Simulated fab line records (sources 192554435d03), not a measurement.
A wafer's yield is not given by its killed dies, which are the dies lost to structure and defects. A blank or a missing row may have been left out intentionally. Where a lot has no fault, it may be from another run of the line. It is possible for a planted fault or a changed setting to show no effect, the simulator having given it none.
fab line records | flow n5Finfet
record lots=6 wafers=16 lastDay=17
route steps=1938 shown BEOL_M2@878 BEOL_M4@1111 PASSIVATION@1936
lots with no fault: from the same line, run without faults
startH: start of the lot's first displayed wafer, in hours after the record's first day | waitH: hours elapsed since this lot's preceding step | " identical to the entry in the row above | L1.1+2: one row covering several wafers at once | - no value, or no start given | * or withheld: withheld | < > ~ a bound
route shown NAME@n: NAME is a module with steps in the file, n the number in the route of the first one | usual: average and standard deviation across the fault-free wafers | same: alike in all rows | chamber/n: place in a boat | sites: per-site readings | _std_site: the standard deviation of these | _edge_site: outer sites' mean less inner sites' | radiusMm: for every site, how far away it sits from the centre of the wafer | mask NAME#n: copy n | behind: the most recent tool/chamber to have shaped the wafer | hold: cause of the lot's hold/its duration in hours/its outcome | device: names the non-switching transistor (n, p or np) | end of line: the tests these same wafers got at the end of their route | a step given without rows: its recipe and nothing more | killed: at the first sort, the dies lost to defects and structure; wafer yield is something else | map: dies across one wafer; x = killed, . = not, _ = none there
set.NAME: the run value of the setting; set.NAME@STEP: its run value at that earlier step | model.NAME: the simulator's own value behind a step, which no gauge read
a table for each step, a row for each wafer; lots at some steps of the route
services: from which hour (startH, from the record's first day; less than 0 if before it) a tool's chamber was out of use, for how many hours, and why
## steps
# step N5_BEOL_M2_INSPECT_30
# recipe mode=adi inspectInstrument=brightfield
# usual rawDefectCount=462/120
# columns lot.wafer tool chamber startH waitH rawDefectCount
L816.2 defectInspect-01 - 148.45 0.0 339
L816.4 " - " " 303
L816.6 " - " " 374
L820.2 defectInspect-02 - 166.75 0.0 408
L820.3 " - " " 306
L820.5 " - " " 344
L822.1 defectInspect-02 - 183.56 0.1 542
L822.4 " - " " 284
L829.1 defectInspect-02 - 226.12 0.1 567
L829.4 " - " " 525
L831.3 defectInspect-01 - 237.00 0.0 484
L831.4 " - " " 807
L831.5 " - " " 581
L836.1 defectInspect-02 - 279.32 0.1 412
L836.2 " - " " 334
L836.5 " - " " 447
# step N5_BEOL_M2_DESCUM_33
# recipe chemistry=O2 timeS=7 sourcePowerW=50 biasPowerW=20 pressureMtorr=20 rfFrequencyHz=2.712e+07 tempC=40 resist=CAR-EUV o2FlowSccm=225
# usual drypumpMotorCurrentA=5.8/0.34 oesProductAu=0.77/0.083 rfVppV=243.5/1.3 showerheadPlenumPTorr=2.12/0.065 throttleValvePct=20.49/0.26
# columns lot.wafer tool chamber startH waitH drypumpMotorCurrentA oesProductAu rfHoursCounterH rfVppV showerheadPlenumPTorr throttleValvePct
L816.2 rieDiel-05 1 148.66 0.2 5.5 0.72 176 244.8 2.17 20.51
L816.4 " 2 " " 5.5 0.87 42 243.4 2.13 20.32
L816.6 " 2 " " 5.5 0.87 - 243.3 2.13 20.33
L820.2 rieDiel-03 0 166.78 0.0 5.6 0.68 228 243.8 2.16 20.72
L820.3 " 3 " " 5.5 0.74 176 241.3 2.09 20.79
L820.5 " 3 " " 5.5 0.73 - 242.9 2.09 20.79
L822.1 rieDiel-04 3 183.60 0.0 6.2 0.74 179 241.5 2.08 20.68
L822.4 " 0 " " 6.3 0.70 228 244.7 2.17 20.60
L829.1 rieDiel-03 0 226.15 0.0 5.6 0.67 248 243.0 2.15 20.76
L829.4 " 2 " " 5.8 0.86 63 243.5 2.22 20.15
L831.3 rieDiel-03 3 237.03 0.0 5.6 0.72 200 243.8 2.08 20.81
L831.4 " 2 " " 5.8 0.86 - 245.2 2.22 20.17
L831.5 " 3 " " 5.5 0.71 - 242.7 2.08 20.83
L836.1 rieDiel-04 2 279.36 0.0 6.1 0.72 202 242.3 2.06 20.81
L836.2 " 0 " " 6.2 0.99 6 244.1 2.16 20.26
L836.5 " 2 " " 6.0 0.72 - 243.3 2.06 20.81
# step N5_BEOL_M2_ETCH_77
# recipe chemistry=N2/H2 target=underlayer targetDepthA=65 maskMaterial=CAR-EUV timeS=5.2 ionEnergyEv=200 pressureMtorr=30 sourceW=840 biasW=150 n2FlowSccm=200 h2FlowSccm=200 ends=cleared
# usual drypumpMotorCurrentA=5.8/0.34 etchRfOnTimeS=5.17/0.074 oesProductAu=0.66/0.07 rfVppV=524.7/2.3 showerheadPlenumPTorr=2.57/0.077 throttleValvePct=17.9/0.3
# columns lot.wafer tool chamber startH waitH drypumpMotorCurrentA etchRfOnTimeS oesProductAu rfHoursCounterH rfVppV showerheadPlenumPTorr throttleValvePct
L816.2 rieDiel-05 1 148.70 0.0 5.5 5.25 0.61 176 526.4 2.65 18.0
L816.4 " 2 " " 5.5 5.11 0.73 42 527.6 2.58 17.7
L816.6 " 2 " " 5.5 5.13 0.74 - 524.8 2.58 17.7
L820.2 rieDiel-03 0 166.82 0.0 5.7 5.22 0.59 228 525.4 2.61 18.1
L820.3 " 3 " " 5.5 5.26 0.63 177 525.2 2.53 18.1
L820.5 " 3 " " 5.5 5.24 0.62 - 521.9 2.53 18.1
L822.1 rieDiel-04 3 183.63 0.0 6.2 5.13 0.65 179 523.0 2.53 18.1
L822.4 " 0 " " 6.3 5.22 0.60 228 525.6 2.62 18.0
L829.1 rieDiel-03 0 226.19 0.0 5.6 5.29 0.56 248 523.8 2.61 18.2
L829.4 " 2 " " 5.8 5.19 0.73 63 527.6 2.68 17.5
L831.3 rieDiel-03 3 237.07 0.0 5.6 5.21 0.61 200 520.1 2.52 18.2
L831.4 " 2 " " 5.8 5.13 0.73 - 528.5 2.68 17.5
L831.5 " 3 " " 5.5 5.23 0.61 - 523.3 2.52 18.2
L836.1 rieDiel-04 2 279.39 0.0 6.1 5.30 0.61 202 521.1 2.53 18.4
L836.2 " 0 " " 6.3 5.09 0.83 6 525.1 2.61 17.6
L836.5 " 2 " " 6.1 5.27 0.62 - 523.5 2.53 18.4
# step N5_BEOL_M2_ETCH_69
# recipe chemistry=CF4 target=SiARC targetDepthA=156 maskMaterial=CAR-EUV timeS=26 ionEnergyEv=80 pressureMtorr=40 sourceW=545 biasW=36 Ar_flow_sccm=100 cf4FlowSccm=100 ends=cleared
# usual drypumpMotorCurrentA=5.8/0.35 etchRfOnTimeS=25.9/0.4 oesProductAu=0.66/0.07 rfVppV=184.2/1.1 showerheadPlenumPTorr=2.16/0.062 throttleValvePct=15.68/0.28
# columns lot.wafer tool chamber startH waitH drypumpMotorCurrentA etchRfOnTimeS oesProductAu rfHoursCounterH rfVppV showerheadPlenumPTorr throttleValvePct
L816.2 rieDiel-05 1 148.71 0.0 5.5 26.1 0.61 176 185.8 2.22 15.69
L816.4 " 2 " " 5.5 25.6 0.74 42 184.4 2.17 15.46
L816.6 " 2 " " 5.5 25.7 0.74 - 185.1 2.17 15.46
L820.2 rieDiel-03 0 166.84 0.0 5.6 26.3 0.59 228 184.3 2.20 15.89
L820.3 " 3 " " 5.5 26.4 0.61 177 183.2 2.13 15.93
L820.5 " 3 " " 5.5 26.6 0.61 - 183.7 2.13 15.92
L822.1 rieDiel-04 3 183.65 0.0 6.3 26.0 0.64 179 184.4 2.14 15.92
L822.4 " 0 " " 6.3 26.0 0.61 228 184.0 2.20 15.75
L829.1 rieDiel-03 0 226.20 0.0 5.6 26.5 0.57 248 183.6 2.19 15.93
L829.4 " 2 " " 5.8 26.0 0.73 63 185.8 2.25 15.30
L831.3 rieDiel-03 3 237.08 0.0 5.5 26.6 0.61 200 182.4 2.12 15.98
L831.4 " 2 " " 5.8 25.7 0.73 - 186.1 2.25 15.32
L831.5 " 3 " " 5.6 26.4 0.60 - 183.3 2.12 15.99
L836.1 rieDiel-04 2 279.41 0.0 6.1 26.8 0.61 202 184.0 2.12 16.06
L836.2 " 0 " " 6.3 25.7 0.83 6 183.8 2.19 15.30
L836.5 " 2 " " 6.1 26.7 0.61 - 184.2 2.12 16.05
# step N5_BEOL_M2_ALD_98
# recipe material=SiO2 targetThkA=25 tempC=100 aldPrecursorFamily=BDEAS aldCoReactant=O2-plasma pulseTimeS=1 coReactantPulseTimeS=1 purgeTimeS=2 coReactantPurgeTimeS=2 aldCycles=17 pressureTorr=2
# usual chamberPressureTorr=2.000/0.0047 heaterPowerW=76/6.6 precursorPulseHeightRel=1.002/0.019
# same aldCycles=17 pulseTimeS=1
# columns lot.wafer tool chamber startH waitH chamberPressureTorr heaterPowerW precursorPulseHeightRel
L816.2 aldSin-02 0 148.80 0.1 2.003 84 1.025
L816.4 " 1 " " 2.007 75 0.988
L816.6 " 1 " " 2.006 77 0.998
L820.2 aldSin-04 3 166.92 0.1 2.002 75 0.958
L820.3 " 2 " " 1.998 69 0.981
L820.5 " 2 " " 2.002 72 0.988
L822.1 aldSin-04 2 184.15 0.5 2.008 74 0.988
L822.4 " 1 " " 2.006 76 1.023
L829.1 aldSin-02 0 226.29 0.1 2.001 84 1.062
L829.4 " 1 " " 2.005 75 1.021
L831.3 aldSin-03 3 237.17 0.1 1.993 89 0.960
L831.4 " 0 " " 2.002 74 1.006
L831.5 " 0 " " 2.007 76 1.009
L836.1 aldSin-02 1 279.66 0.2 1.994 77 1.033
L836.2 " 3 " " 2.003 80 1.006
L836.5 " 0 " " 2.001 87 1.000
# step N5_BEOL_M2_ETCHBACK_99
# recipe chemistry=CHF3 target=SiO2 targetDepthA=50 timeS=10.4 sourceW=215 biasW=47 Ar_flow_sccm=200 CHF3_flow_sccm=12 ionEnergyEv=100 pressureMtorr=30
# step N5_BEOL_M2_ETCH_70
# recipe chemistry=N2/H2 target=SOC targetDepthA=800 overetchA=240 maskMaterial=SiARC tempC=40 timeS=130 ionEnergyEv=200 pressureMtorr=30 sourceW=840 biasW=150 n2FlowSccm=200 h2FlowSccm=200
# step N5_BEOL_M2_STRIP_71
# recipe chemistry=N2/H2 tempC=40 n2FlowSccm=200 h2FlowSccm=200 rfFrequencyHz=6e+07
# step N5_BEOL_M2_STRIP_78
# recipe chemistry=N2/H2 tempC=40 n2FlowSccm=200 h2FlowSccm=200 rfFrequencyHz=6e+07
# step N5_BEOL_M2_VIA_ETCH_34
# recipe chemistry=C4F6/O2 targetDepthA=694 maskMaterial=SOC pressureMtorr=15 ionEnergyEv=250 taperDeg=4 timeS=65.9 sourceW=350 biasW=170 Ar_flow_sccm=300 C4F6_flow_sccm=10 O2_flow_sccm=10
# step N5_BEOL_M2_STRIP_83
# recipe chemistry=C4F6/O2 resist=SiARC rfFrequencyHz=6e+07
# step N5_BEOL_M2_STRIP_36
# recipe chemistry=N2/H2 powerW=450 tempC=40 pressureMtorr=20 rfFrequencyHz=6e+07 overashFraction=0.3 biasPowerW=7 h2Frac=0.5 n2FlowSccm=200 h2FlowSccm=200
# step N5_BEOL_M2_TRENCH_ETCH_37
# recipe chemistry=C4F6/O2 targetDepthA=555.55 target=SiOC timeS=29.2 ionEnergyEv=250 pressureMtorr=30 sourceW=355 biasW=185 Ar_flow_sccm=300 C4F6_flow_sccm=10 O2_flow_sccm=10
# usual drypumpMotorCurrentA=5.71/0.27 oesProductAu=0.78/0.087 rfVppV=667/8.8 showerheadPlenumPTorr=2.87/0.093 throttleValvePct=20.83/0.27
# columns lot.wafer tool chamber startH waitH drypumpMotorCurrentA oesProductAu rfHoursCounterH rfVppV showerheadPlenumPTorr throttleValvePct model.BEOL_M2.featureDepthNm model.etch.depthNm
L816.2 rieDiel-03 2 149.17 - 5.76 0.90 39 671 3.01 20.53 56.2 56.2
L816.4 " 3 " " 5.53 0.72 170 665 2.83 21.13 54.6 54.7
L816.6 " 2 " " 5.77 0.90 - 671 3.01 20.53 56 55.99
L820.2 rieDiel-03 2 171.03 - 5.74 0.88 46 669 3.01 20.53 55.6 55.66
L820.3 " 1 " " 5.41 0.75 163 654 2.73 20.42 55.4 55.36
L820.5 " 3 " " 5.55 0.72 - 664 2.83 21.16 54.4 54.36
L822.1 rieDiel-03 2 190.79 - 5.75 0.87 52 670 3.01 20.54 54.8 54.81
L822.4 " 3 " " 5.53 0.72 184 663 2.83 21.15 54.2 54.13
L829.1 rieDiel-03 1 226.65 - 5.42 0.72 182 654 2.72 20.44 53.6 53.66
L829.4 " 2 " " 5.77 0.85 64 670 3.00 20.56 54.2 54.16
L831.3 rieDiel-04 3 248.28 - 6.27 0.72 203 663 2.82 21.18 55 54.97
L831.4 " 2 " " 6.07 0.72 - 668 2.81 21.22 54.6 54.51
L831.5 " 3 " " 6.27 0.73 - 663 2.82 21.16 55.2 55.1
L836.1 rieDiel-03 3 282.24 - 5.54 0.70 217 664 2.81 21.20 55 54.94
L836.2 " 2 " " 5.76 0.83 85 669 2.99 20.60 55.4 55.4
L836.5 " 0 " " 5.67 0.96 - 675 2.91 20.80 56.6 56.61
# step N5_BEOL_M2_ETCH_41
# recipe chemistry=CH3F/O2 target=SiCN targetDepthA=299 taperDeg=2 timeS=52.5 ionEnergyEv=120 maskMaterial=TiN pressureMtorr=30 sourceW=395 biasW=75 Ar_flow_sccm=150 CH3F_flow_sccm=30 O2_flow_sccm=20
# usual drypumpMotorCurrentA=5.71/0.27 oesProductAu=0.78/0.087 rfVppV=297.8/1.7 showerheadPlenumPTorr=2.02/0.068 throttleValvePct=16.31/0.27
# columns lot.wafer tool chamber startH waitH drypumpMotorCurrentA oesProductAu rfHoursCounterH rfVppV showerheadPlenumPTorr throttleValvePct
L816.2 rieDiel-03 2 - - 5.77 0.90 39 300.8 2.12 15.99
L816.4 " 3 " " 5.58 0.73 170 297.3 1.99 16.61
L816.6 " 2 " " 5.77 0.89 - 299.3 2.12 15.99
L820.2 rieDiel-03 2 - - 5.77 0.88 46 299.9 2.12 16.00
L820.3 " 1 " " 5.45 0.74 163 294.5 1.91 15.96
L820.5 " 3 " " 5.54 0.72 - 296.9 1.99 16.66
L822.1 rieDiel-03 2 - - 5.74 0.87 52 298.3 2.12 16.03
L822.4 " 3 " " 5.52 0.73 184 296.4 1.99 16.65
L829.1 rieDiel-03 1 - - 5.45 0.73 182 294.8 1.91 15.96
L829.4 " 2 " " 5.75 0.86 64 299.0 2.11 16.05
L831.3 rieDiel-04 3 - - 6.21 0.73 203 297.3 1.98 16.66
L831.4 " 2 " " 6.06 0.74 - 297.1 1.98 16.72
L831.5 " 3 " " 6.23 0.73 - 297.7 1.98 16.68
L836.1 rieDiel-03 3 - - 5.55 0.69 217 297.5 1.98 16.71
L836.2 " 2 " " 5.75 0.84 85 298.8 2.11 16.07
L836.5 " 0 " " 5.64 0.97 - 297.9 2.05 16.20
# step N5_BEOL_M4_RC_MEAS_101
# usual DIBL_N=35.9/1.3 DIBL_P=35.9/1.6 IOFF_N=0.156/0.022 IOFF_P=0.205/0.023 ION_N=675/9 ION_P=463/5.6 SS_N=71.4/0.57 SS_P=73.1/0.52 VT_N=249.7/2.8 VT_P=-250.2/2.5
# columns lot.wafer tool chamber startH waitH DIBL_N[mV/V] DIBL_P[mV/V] IOFF_N[nA/um] IOFF_P[nA/um] ION_N[uA/um] ION_P[uA/um] SS_N[mV/dec] SS_P[mV/dec] VT_N[mV] VT_P[mV]
L816.2 prober-02 0 181.01 0.2 37.6 37.3 0.186 0.231 689 466 72.6 73.3 244.3 -246.9
L816.4 " 0 " " 37.2 36.7 0.180 0.229 681 466 72.1 73.6 245.4 -249.0
L816.6 " 0 " " 35.9 34.7 0.146 0.190 669 461 71.5 72.2 250.5 -249.9
L820.2 prober-02 0 199.94 0.2 33.1 33.5 0.113 0.175 666 466 71.0 72.9 256.7 -249.9
L820.3 " 0 " " 36.0 36.2 0.151 0.211 679 466 71.2 73.3 251.8 -249.5
L820.5 " 0 " " 33.5 33.2 0.120 0.171 663 457 71.6 72.5 256.4 -251.0
L822.1 prober-02 0 222.71 0.0 34.6 34.8 0.122 0.193 655 458 71.6 73.5 253.8 -248.6
L822.4 " 0 " " 34.8 33.5 0.125 0.186 663 458 71.6 72.9 250.4 -250.9
L829.1 prober-01 0 258.13 0.0 34.8 34.8 0.137 0.166 668 456 70.6 72.6 253.0 -254.9
L829.4 " 0 " " 33.6 33.7 0.124 0.152 664 455 70.2 72.4 253.4 -254.0
L831.3 prober-02 0 273.03 0.3 34.8 33.5 0.118 0.187 663 467 70.5 73.0 253.8 -249.0
L831.4 " 0 " " 36.9 36.0 0.158 0.237 685 474 71.1 73.7 247.4 -245.5
L831.5 " 0 " " 36.2 35.0 0.136 0.213 663 465 71.2 73.5 250.5 -249.8
L836.1 prober-01 0 314.14 0.0 35.4 34.5 0.134 0.196 669 466 71.3 72.6 251.3 -248.1
L836.2 " 0 " " 37.2 36.4 0.151 0.222 664 460 71.8 72.9 250.6 -248.3
L836.5 " 0 " " 35.4 34.5 0.128 0.197 669 471 71.4 72.8 253.1 -250.1
# step N5_PASSIVATION_PROBE_49
# usual defectLimitedYield=91.3/1.4 killed_at_M0_to_M3=35/11 killed_at_M4_up=14/5.4 killedAtContacts=12/6.2 killedAtFrontEnd=38/11 killedAtOther=4.1/2.8 killedDies=103/17 killedOpen=66/13 killedShort=34/8.2 sort_bin_5_function=5.1/0.89 sort_bin_6_memory=3.3/0.72 sortNPass=1077/17 sortYieldPct=91.3/1.4
# same grossDies=1180 killedAtBackSide=0 sort_bin_4_leakage[%]=0 sort_bin_8_speed[%]=0
# columns lot.wafer tool chamber startH waitH defectLimitedYield[%] killed_at_M0_to_M3 killed_at_M4_up killedAtContacts killedAtFrontEnd killedAtOther killedDies killedOpen killedShort sort_bin_5_function[%] sort_bin_6_memory[%] sortNPass sortYieldPct[%]
L816.2 prober-01 - 278.60 0.1 92.8 16 18 7 42 2 85 51 32 4.9 2.1 1095 92.8
L816.4 prober-01 - 278.70 0.2 91.9 26 12 10 45 3 96 46 43 4.1 3.7 1084 91.9
L816.6 prober-01 - 278.80 0.3 93.7 18 13 7 34 2 74 46 24 4.0 2.2 1106 93.7
L822.4 prober-01 - 329.02 0.2 91.8 40 7 22 25 3 97 52 43 5.4 2.5 1083 91.8
# killed by level:class
L816.2 FIN_SAQP:geometricParticle:short=12 STI_FIN_REVEAL:geometricParticle:open=11 FIN_SAQP:geometricParticle:open=5 MOL_CONTACT_COAG:geometricParticle:open=5 BEOL_M3:geometricParticle:open=5 BEOL_M3:geometricParticle:short=4 DUMMY_GATE:geometricParticle:open=4 BEOL_M4:geometricParticle:open=4
L816.4 FIN_SAQP:geometricParticle:short=15 FIN_SAQP:geometricParticle:open=8 BEOL_M0_SAQP:geometricParticle:short=8 MOL_CONTACT_COAG:geometricParticle:open=6 BEOL_M0_SAQP:geometricParticle:open=6 STI_FIN_REVEAL:geometricParticle:open=5 BEOL_M3:geometricParticle:open=5 STI_FIN_REVEAL:geometricParticle:short=3
L816.6 STI_FIN_REVEAL:geometricParticle:open=10 FIN_SAQP:geometricParticle:short=8 FIN_SAQP:geometricParticle:open=6 MOL_CONTACT_COAG:geometricParticle:open=5 BEOL_M0_SAQP:geometricParticle:open=4 DUMMY_GATE:geometricParticle:open=3 BEOL_M2:geometricParticle:open=3 BEOL_M3:geometricParticle:open=3
L822.4 MOL_CONTACT_COAG:geometricParticle:open=14 BEOL_M0_SAQP:geometricParticle:open=10 BEOL_M0_SAQP:geometricParticle:short=10 MOL_CONTACT_COAG:geometricParticle:short=8 BEOL_M2:geometricParticle:open=5 DUMMY_GATE:geometricParticle:open=4 BEOL_M1:geometricParticle:short=4 FIN_SAQP:geometricParticle:open=3
## services
# columns tool chamber startH hours kind
rieDiel-04 1 198.07 - clean
rieDiel-04 1 198.07 - consumableReplace:focusRing
rieDiel-04 1 198.07 16.8 scheduledDown
rieDiel-04 1 198.07 16.8 ventCycle
aldSin-04 3 201.70 1.3 repair
aldSin-03 2 215.76 1.7 repair
aldSin-02 3 215.92 20.9 repair
rieDiel-05 0 219.57 8.4 repair
rieDiel-03 0 230.47 - clean
rieDiel-03 0 230.47 - consumableReplace:focusRing
rieDiel-03 0 230.47 17.0 scheduledDown
rieDiel-03 0 230.47 17.0 ventCycle
aldSin-04 - 234.28 14.6 pm
rieDiel-05 2 241.26 2.6 repair
rieDiel-04 0 242.74 - clean
rieDiel-04 0 242.74 - consumableReplace:focusRing
rieDiel-04 0 242.74 14.2 scheduledDown
rieDiel-04 0 242.74 14.2 ventCycle
aldSin-03 - 254.22 11.0 repair
rieDiel-05 0 255.58 11.1 repair
aldSin-02 0 262.21 6.2 repair
rieDiel-04 0 266.18 6.3 repair
aldSin-04 - 269.77 14.0 pm
aldSin-04 0 269.77 14.0 ventCycle
## key
firstSign none at tools or gauges
modelEffect step=N5_BEOL_M2_TRENCH_ETCH_37 value=BEOL_M2.featureDepthNm without=55.4 struck=54.2
metAt N5_BEOL_M2_TRENCH_ETCH_37
struckWafers L822.1,L822.4,L829.1,L829.4
onsetBetween 171.03 190.79
fault kind=processParameterDrift tool=rieDiel-03 chamber=- onsetH=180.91 steps=N5_BEOL_M2_TRENCH_ETCH_37 channel=targetDepthA offset=-11.795 shape=step endH=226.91 scope=struckWafersOnly actsIn=theseRecipesOnly stated=555.55
